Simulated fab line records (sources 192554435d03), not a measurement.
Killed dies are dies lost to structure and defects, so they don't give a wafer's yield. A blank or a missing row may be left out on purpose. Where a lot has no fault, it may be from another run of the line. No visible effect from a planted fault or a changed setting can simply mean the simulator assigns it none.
fab line records + flow n5-finfet
record:
- lots: 7
- wafers: 39
route steps=1938 shown BEOL_M12@1616 MIM_TOP_LITHO@1845
start-h: start of the lot's first displayed wafer, in hours after the record's first day + wait-h: time in hours since the lot's previous step + " same as the row above + L1.1+2: a row that stands for several wafers + - no value, or no start given + * or withheld: withheld + < > ~ a bound
route shown NAME@n: names a module that has steps shown in the file, with the first one's number in the route + usual: mean/standard deviation taken from wafers without a fault + same: alike in all rows + chamber/n: place in a boat + sites: per-site readings + _std_site: the values' standard deviation + _edge_site: the outer-site mean with the inner-site mean subtracted + radius-mm: how far each site lies from the wafer's centre + mask NAME#n: copy n + behind: the last tool/chamber to shape the wafer + hold: cause of the lot's hold/its duration in hours/its outcome + device: the transistor (n, p or np) that didn't switch + end of line: the tests these same wafers got at the end of their route + for a step that has no rows: nothing shown but its recipe + killed: at the first sort, the dies lost to defects and structure; wafer yield is something else + map: the dies of a wafer, with x for killed, . for not killed, _ for no die there
set.NAME: the setting that was run; set.NAME@STEP: the one run at that earlier step + model.NAME: the simulator's own value behind a step, which no gauge read
lots where settings were altered on purpose, with a table for each step and a row for each wafer
== steps ==
step: N5_BEOL_M12_ETCH_59
recipe:
- chemistry: N2/H2
- target: BARC
- target-depth-a: 890
- overetch-a: 267
- time-s: 67.9
- ion-energy-ev: 200
- pressure-mtorr: 30
- source-w: 840
- bias-w: 150
- n2-flow-sccm: 200
- h2-flow-sccm: 200
| lot.wafer    | tool        | chamber | start-h | wait-h | set.target-depth-a | model.coat_of_BEOL_M12_COAT_04.thk-nm |
|--------------|-------------|---------|---------|--------|--------------------|---------------------------------------|
| L074.1       | rie-diel-03 | 1       | 228.75  | 0.0    | 733.8              | 326.4                                 |
| L074.2       | "           | 0       | "       | "      | 733.8              | 326.8                                 |
| L074.3       | "           | 2       | "       | "      | 733.8              | 329.2                                 |
| L074.4       | "           | 3       | "       | "      | 890                | 319.8                                 |
| L074.5       | "           | 0       | "       | "      | 890                | 318.4                                 |
| L074.6       | "           | 3       | "       | "      | 890                | 318.8                                 |
| L075.1       | rie-diel-01 | 1       | 235.01  | 0.0    | 890                | 317.2                                 |
| L075.2       | "           | 0       | "       | "      | 1205               | 298                                   |
| L075.3       | "           | 3       | "       | "      | 1205               | 304.4                                 |
| L075.4       | "           | 3       | "       | "      | 890                | 318.8                                 |
| L075.5       | "           | 0       | "       | "      | 890                | 316.6                                 |
| L075.6       | "           | 1       | "       | "      | 1205               | 300.2                                 |
| L081.3+4     | rie-diel-03 | 2,3     | 281.19  | 0.0    | 890                | 322.6                                 |
| L081.6       | "           | 1       | "       | "      | 890                | 320.8                                 |
| L089.1       | rie-diel-03 | 3       | 320.60  | 0.0    | 627                | 335                                   |
| L089.2       | "           | 1       | "       | "      | 627                | 333.4                                 |
| L089.3       | "           | 3       | "       | "      | 890                | 321.2                                 |
| L089.4       | "           | 1       | "       | "      | 627                | 334.6                                 |
| L089.5       | "           | 3       | "       | "      | 890                | 319.8                                 |
| L089.6       | "           | 1       | "       | "      | 890                | 319.2                                 |
| L090.1       | rie-diel-01 | 3       | 329.66  | 0.0    | 1116               | 307.2                                 |
| L090.2       | "           | 0       | "       | "      | 890                | 317.2                                 |
| L090.3       | "           | 1       | "       | "      | 1116               | 305                                   |
| L090.4       | "           | 2       | "       | "      | 1116               | 306                                   |
| L090.5       | "           | 2       | "       | "      | 890                | 319.2                                 |
| L090.6       | "           | 3       | "       | "      | 890                | 321.2                                 |
| L092.1+2+4+5 | rie-diel-03 | 0,3,1,0 | 343.80  | 0.0    | 890                | 318.2                                 |
| L092.3       | "           | 2       | "       | "      | 890                | 318.4                                 |
| L092.6       | "           | 3       | "       | "      | 890                | 319                                   |
| L095.1       | rie-diel-03 | 2       | 380.90  | 0.0    | 890                | 318.4                                 |
| L095.2+6     | "           | 0,3     | "       | "      | 890                | 320                                   |
| L095.3+5     | "           | 1,2     | "       | "      | 890                | 320.8                                 |
| L095.4       | "           | 3       | "       | "      | 890                | 319.8                                 |
step: N5_BEOL_M12_VIA_ETCH_16
recipe:
- chemistry: C4F8/O2/Ar
- target: SiOC
- pressure-mtorr: 30
- source-w: 3000
- bias-w: 700
- Ar_flow_sccm: 400
- C4F8_flow_sccm: 15
- O2_flow_sccm: 8
- he-inner-torr: 15
- he-outer-torr: 30
- target-depth-a: 7248
- time-s: withheld
- ion-energy-ev: 250
- ends: cleared
| lot.wafer | tool        | chamber | start-h | wait-h | set.target-depth-a@BEOL_M12_ETCH_59 | model.coat_of_BEOL_M12_COAT_04.thk-nm |
|-----------|-------------|---------|---------|--------|-------------------------------------|---------------------------------------|
| L074.1+2  | rie-diel-03 | 1,0     | 228.80  | 0.0    | 733.8                               | 134.2                                 |
| L074.3    | "           | 2       | "       | "      | 733.8                               | 137.2                                 |
| L074.4    | "           | 3       | "       | "      | 890                                 | 127                                   |
| L074.5    | "           | 0       | "       | "      | 890                                 | 123.6                                 |
| L074.6    | "           | 3       | "       | "      | 890                                 | 124.8                                 |
| L075.1    | rie-diel-01 | 1       | 235.06  | 0.0    | 890                                 | 121.2                                 |
| L075.2    | "           | 0       | "       | "      | 1205                                | 100                                   |
| L075.3    | "           | 3       | "       | "      | 1205                                | 111.4                                 |
| L075.4    | "           | 3       | "       | "      | 890                                 | 119.6                                 |
| L075.5    | "           | 0       | "       | "      | 890                                 | 118                                   |
| L075.6    | "           | 1       | "       | "      | 1205                                | 102.8                                 |
| L081.3    | rie-diel-03 | 2       | 281.25  | 0.0    | 890                                 | 125.8                                 |
| L081.4    | "           | 3       | "       | "      | 890                                 | 123.2                                 |
| L081.6    | "           | 1       | "       | "      | 890                                 | 122.6                                 |
| L089.1    | rie-diel-03 | 3       | 320.67  | 0.1    | 627                                 | 142.8                                 |
| L089.2    | "           | 1       | "       | "      | 627                                 | 141.4                                 |
| L089.3    | "           | 3       | "       | "      | 890                                 | 130.6                                 |
| L089.4    | "           | 1       | "       | "      | 627                                 | 138.4                                 |
| L089.5    | "           | 3       | "       | "      | 890                                 | 124.6                                 |
| L089.6    | "           | 1       | "       | "      | 890                                 | 127                                   |
| L090.1    | rie-diel-01 | 3       | 329.72  | 0.0    | 1116                                | 115.6                                 |
| L090.2    | "           | 0       | "       | "      | 890                                 | 123.6                                 |
| L090.3    | "           | 1       | "       | "      | 1116                                | 110.2                                 |
| L090.4    | "           | 2       | "       | "      | 1116                                | 111.4                                 |
| L090.5    | "           | 2       | "       | "      | 890                                 | 121.2                                 |
| L090.6    | "           | 3       | "       | "      | 890                                 | 126                                   |
| L092.1    | rie-diel-03 | 0       | 343.85  | 0.0    | 890                                 | 125                                   |
| L092.2    | "           | 3       | "       | "      | 890                                 | 125.4                                 |
| L092.3    | "           | 2       | "       | "      | 890                                 | 126.4                                 |
| L092.4    | "           | 1       | "       | "      | 890                                 | 122.6                                 |
| L092.5    | "           | 0       | "       | "      | 890                                 | 121.4                                 |
| L092.6    | "           | 3       | "       | "      | 890                                 | 122.4                                 |
| L095.1    | rie-diel-03 | 2       | 380.96  | 0.0    | 890                                 | 130                                   |
| L095.2    | "           | 0       | "       | "      | 890                                 | 131.4                                 |
| L095.3    | "           | 1       | "       | "      | 890                                 | 133.8                                 |
| L095.4+6  | "           | 3       | "       | "      | 890                                 | 126.2                                 |
| L095.5    | "           | 2       | "       | "      | 890                                 | 129.2                                 |
step: N5_BEOL_M12_STRIP_63
recipe:
- chemistry: N2/H2
- power-w: 1000
- temp-c: 250
- h2-frac: 0.65
- overash-fraction: 0.3
- pressure-mtorr: 1000
- n2-flow-sccm: 1750
- h2-flow-sccm: 3250
usual:
- strip-time-to-endpoint-s: 42.6/0.93
| lot.wafer | tool            | chamber | start-h | wait-h | set.target-depth-a@BEOL_M12_ETCH_59 | strip-time-to-endpoint-s |
|-----------|-----------------|---------|---------|--------|-------------------------------------|--------------------------|
| L074.1    | plasma-asher-02 | 1       | 229.00  | -      | 733.8                               | 45.5                     |
| L074.2    | "               | 0       | "       | "      | 733.8                               | 45.5                     |
| L074.3    | "               | 1       | "       | "      | 733.8                               | 46.3                     |
| L074.4    | "               | 0       | "       | "      | 890                                 | 43.6                     |
| L074.5    | "               | 0       | "       | "      | 890                                 | 42.7                     |
| L074.6    | "               | 1       | "       | "      | 890                                 | 43.0                     |
| L075.1    | plasma-asher-02 | 1       | 235.26  | -      | 890                                 | 42.0                     |
| L075.2    | "               | 0       | "       | "      | 1205                                | 36.2                     |
| L075.3    | "               | 1       | "       | "      | 1205                                | 39.3                     |
| L075.4    | "               | 0       | "       | "      | 890                                 | 41.6                     |
| L075.5    | "               | 1       | "       | "      | 890                                 | 41.1                     |
| L075.6    | "               | 0       | "       | "      | 1205                                | 37.0                     |
| L081.3    | plasma-asher-02 | 0       | 281.46  | -      | 890                                 | 43.3                     |
| L081.4    | "               | 1       | "       | "      | 890                                 | 42.5                     |
| L081.6    | "               | 1       | "       | "      | 890                                 | 42.4                     |
| L089.1    | plasma-asher-01 | 1       | 320.96  | -      | 627                                 | 47.8                     |
| L089.2    | "               | 0       | "       | "      | 627                                 | 47.4                     |
| L089.3    | "               | 1       | "       | "      | 890                                 | 44.5                     |
| L089.4    | "               | 0       | "       | "      | 627                                 | 46.6                     |
| L089.5    | "               | 0       | "       | "      | 890                                 | 42.9                     |
| L089.6    | "               | 1       | "       | "      | 890                                 | 43.6                     |
| L090.1    | plasma-asher-02 | 0       | 329.91  | -      | 1116                                | 40.5                     |
| L090.2    | "               | 1       | "       | "      | 890                                 | 42.6                     |
| L090.3    | "               | 0       | "       | "      | 1116                                | 39.0                     |
| L090.4    | "               | 1       | "       | "      | 1116                                | 39.4                     |
| L090.5    | "               | 1       | "       | "      | 890                                 | 42.0                     |
| L090.6    | "               | 0       | "       | "      | 890                                 | 43.3                     |
| L092.1    | plasma-asher-01 | 0       | 344.05  | -      | 890                                 | 43.0                     |
| L092.2    | "               | 1       | "       | "      | 890                                 | 43.1                     |
| L092.3    | "               | 0       | "       | "      | 890                                 | 43.4                     |
| L092.4    | "               | 1       | "       | "      | 890                                 | 42.4                     |
| L092.5    | "               | 1       | "       | "      | 890                                 | 42.1                     |
| L092.6    | "               | 0       | "       | "      | 890                                 | 42.3                     |
| L095.1    | plasma-asher-01 | 1       | 381.16  | -      | 890                                 | 44.3                     |
| L095.2    | "               | 0       | "       | "      | 890                                 | 44.7                     |
| L095.3    | "               | 1       | "       | "      | 890                                 | 45.4                     |
| L095.4    | "               | 0       | "       | "      | 890                                 | 43.4                     |
| L095.5    | "               | 0       | "       | "      | 890                                 | 44.1                     |
| L095.6    | "               | 1       | "       | "      | 890                                 | 43.3                     |
step: N5_MIM_TOP_LITHO_DEVELOP_07
recipe:
- develop-time-s: 60
- rinse-liquid: diw
- dry: air-spin
- dev-temp-c: 21
| lot.wafer        | tool           | chamber | start-h | wait-h | set.develop-time-s |
|------------------|----------------|---------|---------|--------|--------------------|
| L074.1+2+4       | litho-track-02 | 0       | -       | -      | 60                 |
| L074.3+5+6       | "              | 0       | "       | "      | 33.85              |
| L075.1+3+4       | litho-track-01 | 0       | -       | -      | 60                 |
| L075.2+5+6       | "              | 0       | "       | "      | 25.73              |
| L081.3+4+6       | litho-track-02 | 0       | -       | -      | 60                 |
| L089.1+2+3+4+5+6 | litho-track-02 | 0       | -       | -      | 60                 |
| L090.1+2+5       | litho-track-02 | 0       | -       | -      | 74.28              |
| L090.3+4+6       | "              | 0       | "       | "      | 60                 |
| L092.1+5+6       | litho-track-02 | 0       | -       | -      | 27.7               |
| L092.2+3+4       | "              | 0       | "       | "      | 60                 |
| L095.1+2+6       | litho-track-04 | 0       | -       | -      | 28.14              |
| L095.3+4+5       | "              | 0       | "       | "      | 60                 |
step: N5_MIM_TOP_LITHO_HARDBAKE_09
recipe:
- temp-c: 130
- time-s: 120
step: N5_MIM_TOP_LITHO_CD_MEAS_08
recipe:
- target-cd-nm: 2000
- landing-energy-ev: 500
- detector: se-inlens
usual:
- cd-nm: 2001.1/1.6
| lot.wafer | tool      | chamber | start-h | wait-h | set.develop-time-s@MIM_TOP_LITHO_DEVELOP_07 | cd-nm  |
|-----------|-----------|---------|---------|--------|---------------------------------------------|--------|
| L074.1    | cd-sem-03 | 0       | 258.54  | -      | 60                                          | 1998.2 |
| L074.2    | "         | 0       | "       | "      | 60                                          | 2000.1 |
| L074.3    | "         | 0       | "       | "      | 33.85                                       | 2012.3 |
| L074.4    | "         | 0       | "       | "      | 60                                          | 1998.7 |
| L074.5    | "         | 0       | "       | "      | 33.85                                       | 2010.7 |
| L074.6    | "         | 0       | "       | "      | 33.85                                       | 2012.8 |
| L075.1    | cd-sem-02 | 0       | 273.70  | -      | 60                                          | 2004.0 |
| L075.2    | "         | 0       | "       | "      | 25.73                                       | 2016.7 |
| L075.3    | "         | 0       | "       | "      | 60                                          | 2000.3 |
| L075.4    | "         | 0       | "       | "      | 60                                          | 2001.5 |
| L075.5    | "         | 0       | "       | "      | 25.73                                       | 2020.3 |
| L075.6    | "         | 0       | "       | "      | 25.73                                       | 2020.5 |
| L081.3    | cd-sem-03 | 0       | 306.99  | -      | 60                                          | 2001.6 |
| L081.4    | "         | 0       | "       | "      | 60                                          | 1999.6 |
| L081.6    | "         | 0       | "       | "      | 60                                          | 2001.7 |
| L089.1    | cd-sem-02 | 0       | 346.64  | -      | 60                                          | 2000.0 |
| L089.2    | "         | 0       | "       | "      | 60                                          | 1999.9 |
| L089.3    | "         | 0       | "       | "      | 60                                          | 2001.7 |
| L089.4    | "         | 0       | "       | "      | 60                                          | 2001.6 |
| L089.5    | "         | 0       | "       | "      | 60                                          | 1999.0 |
| L089.6    | "         | 0       | "       | "      | 60                                          | 2001.2 |
| L090.1    | cd-sem-03 | 0       | 355.28  | -      | 74.28                                       | 1997.3 |
| L090.2    | "         | 0       | "       | "      | 74.28                                       | 1994.5 |
| L090.3    | "         | 0       | "       | "      | 60                                          | 2000.0 |
| L090.4    | "         | 0       | "       | "      | 60                                          | 2001.3 |
| L090.5    | "         | 0       | "       | "      | 74.28                                       | 1995.3 |
| L090.6    | "         | 0       | "       | "      | 60                                          | 2000.4 |
| L092.1    | cd-sem-02 | 0       | 370.18  | -      | 27.7                                        | 2016.1 |
| L092.2    | "         | 0       | "       | "      | 60                                          | 2001.3 |
| L092.3    | "         | 0       | "       | "      | 60                                          | 1999.5 |
| L092.4    | "         | 0       | "       | "      | 60                                          | 2002.4 |
| L092.5    | "         | 0       | "       | "      | 27.7                                        | 2018.4 |
| L092.6    | "         | 0       | "       | "      | 27.7                                        | 2014.6 |
| L095.1    | cd-sem-03 | 0       | 405.66  | -      | 28.14                                       | 2016.2 |
| L095.2    | "         | 0       | "       | "      | 28.14                                       | 2016.8 |
| L095.3    | "         | 0       | "       | "      | 60                                          | 2000.9 |
| L095.4    | "         | 0       | "       | "      | 60                                          | 2000.6 |
| L095.5    | "         | 0       | "       | "      | 60                                          | 2001.5 |
| L095.6    | "         | 0       | "       | "      | 28.14                                       | 2017.2 |
step: N5_MIM_TOP_LITHO_DESCUM_10
recipe:
- chemistry: O2
- time-s: 7.9
- source-power-w: 50
- bias-power-w: 20
- pressure-mtorr: 20
- rf-frequency-hz: 2.712e+07
- temp-c: 40
- o2-flow-sccm: 225
| lot.wafer  | tool        | chamber | start-h | wait-h | set.develop-time-s@MIM_TOP_LITHO_DEVELOP_07 | model.MIM_TOP_LITHO.cd-nm |
|------------|-------------|---------|---------|--------|---------------------------------------------|---------------------------|
| L074.1+4   | rie-diel-01 | 1,0     | 258.63  | 0.0    | 60                                          | 1999                      |
| L074.2     | "           | 0       | "       | "      | 60                                          | 2000                      |
| L074.3     | "           | 3       | "       | "      | 33.85                                       | 2012                      |
| L074.5     | "           | 1       | "       | "      | 33.85                                       | 2011                      |
| L074.6     | "           | 3       | "       | "      | 33.85                                       | 2013                      |
| L075.1     | rie-diel-01 | 1       | 273.79  | 0.0    | 60                                          | 2004                      |
| L075.2     | "           | 0       | "       | "      | 25.73                                       | 2017                      |
| L075.3     | "           | 3       | "       | "      | 60                                          | 2000                      |
| L075.4     | "           | 2       | "       | "      | 60                                          | 2002                      |
| L075.5     | "           | 1       | "       | "      | 25.73                                       | 2020                      |
| L075.6     | "           | 2       | "       | "      | 25.73                                       | 2021                      |
| L081.3+6   | rie-diel-01 | 1,0     | 307.35  | 0.3    | 60                                          | 2002                      |
| L081.4     | "           | 2       | "       | "      | 60                                          | 1999                      |
| L089.1+2   | rie-diel-01 | 0,1     | 346.73  | 0.0    | 60                                          | 2000                      |
| L089.3+6   | "           | 3       | "       | "      | 60                                          | 2001                      |
| L089.4     | "           | 2       | "       | "      | 60                                          | -                         |
| L089.5     | "           | 2       | "       | "      | 60                                          | 1999                      |
| L090.1     | rie-diel-03 | 2       | 355.37  | 0.0    | 74.28                                       | 1997                      |
| L090.2     | "           | 3       | "       | "      | 74.28                                       | 1994                      |
| L090.3+6   | "           | 0,2     | "       | "      | 60                                          | 2000                      |
| L090.4     | "           | 0       | "       | "      | 60                                          | 2001                      |
| L090.5     | "           | 3       | "       | "      | 74.28                                       | 1996                      |
| L092.1     | rie-diel-01 | 1       | 370.38  | 0.1    | 27.7                                        | 2016                      |
| L092.2     | "           | 2       | "       | "      | 60                                          | 2001                      |
| L092.3     | "           | 0       | "       | "      | 60                                          | 2000                      |
| L092.4     | "           | 3       | "       | "      | 60                                          | 2002                      |
| L092.5     | "           | 3       | "       | "      | 27.7                                        | 2018                      |
| L092.6     | "           | 2       | "       | "      | 27.7                                        | 2015                      |
| L095.1     | rie-diel-06 | 2       | 406.50  | 0.8    | 28.14                                       | 2016                      |
| L095.2+6   | "           | 1       | "       | "      | 28.14                                       | 2017                      |
| L095.3+4+5 | "           | 0,0,2   | "       | "      | 60                                          | 2001                      |
== key ==
split:
- step: N5_BEOL_M12_ETCH_59
- setting: target-depth-a
- stated: 890
- by: wafer
response:
- step: N5_BEOL_M12_ETCH_59
- reading: model.coat_of_BEOL_M12_COAT_04.thk-nm
- change: -0.485
- per: 1%
- r: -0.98
response:
- step: N5_BEOL_M12_VIA_ETCH_16
- reading: model.coat_of_BEOL_M12_COAT_04.thk-nm
- change: -0.45
- per: 1%
- r: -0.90
response:
- step: N5_BEOL_M12_STRIP_63
- reading: strip-time-to-endpoint-s
- change: *
- per: 1%
- r: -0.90
split:
- step: N5_MIM_TOP_LITHO_DEVELOP_07
- setting: develop-time-s
- stated: 60
- by: wafer
response:
- step: N5_MIM_TOP_LITHO_CD_MEAS_08
- reading: cd-nm
- change: -0.29
- per: 1%
- r: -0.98
response:
- step: N5_MIM_TOP_LITHO_DESCUM_10
- reading: model.MIM_TOP_LITHO.cd-nm
- change: -0.291
- per: 1%
- r: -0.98
